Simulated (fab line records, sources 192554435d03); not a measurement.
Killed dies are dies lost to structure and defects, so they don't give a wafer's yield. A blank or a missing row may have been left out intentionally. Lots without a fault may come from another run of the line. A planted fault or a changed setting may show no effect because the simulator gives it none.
Which tool was responsible? + flow n5-finfet + at 1 step of a route of 1938, 10 lots with 28 wafers sampled

== WHAT THE GAUGES SHOWED, per wafer ==
N5_BEOL_M4_RC_MEAS_101.
| lot  | measured     | on        | DIBL_N (mV/V)  |
|------|--------------|-----------|----------------|
| L887 | day 9 17:33  | prober-02 | 35.4 36.6 31.5 |
| L892 | day 10 18:16 | prober-01 | 38.5 42.5 39.5 |
| L894 | day 11 20:53 | prober-01 | 33.4 38.8 36.5 |
| L896 | day 12 01:53 | prober-02 | 35.8 38.2 36.5 |
| L897 | day 12 04:34 | prober-02 | 37.9 35.5 36.0 |
| L899 | day 12 22:58 | prober-02 | 38.1 38.3 37.2 |
| L900 | day 13 02:46 | prober-02 | 34.6 38.4 37.3 |
| L898 | day 13 03:30 | prober-01 | 38.2 37.5      |
| L905 | day 14 05:49 | prober-01 | 35.3 38.1 37.8 |
| L906 | day 15 04:48 | prober-01 | 40.2 42.3      |

== WHAT TOOL EACH LOT RAN ON (gives the tool, then ch and the chambers of the sampled wafers, and finally the start) ==
The record shows no process step preceding these readings.

== THE ANSWER, worked out from the rows above alone ==
Rule: what is usual is taken from the lots themselves. Put in order of their means at a reading, lots are off if they are a third of the lots or fewer, leave a main group of 4 or more, and stand apart from it by a gap of 3 or more times the standard deviation of the main group's means; of several such gaps the widest counts. A main group whose means are all the same, to the digits that the tables above print for the reading, isn't used. A lot without any number at a reading at which 4 lots or more have one is off too. The other lots that the step has rows for count as sound.
Nothing can be told from this: no lot is off at any reading shown.

== WHAT WAS PUT IN BY THE SIMULATOR ==
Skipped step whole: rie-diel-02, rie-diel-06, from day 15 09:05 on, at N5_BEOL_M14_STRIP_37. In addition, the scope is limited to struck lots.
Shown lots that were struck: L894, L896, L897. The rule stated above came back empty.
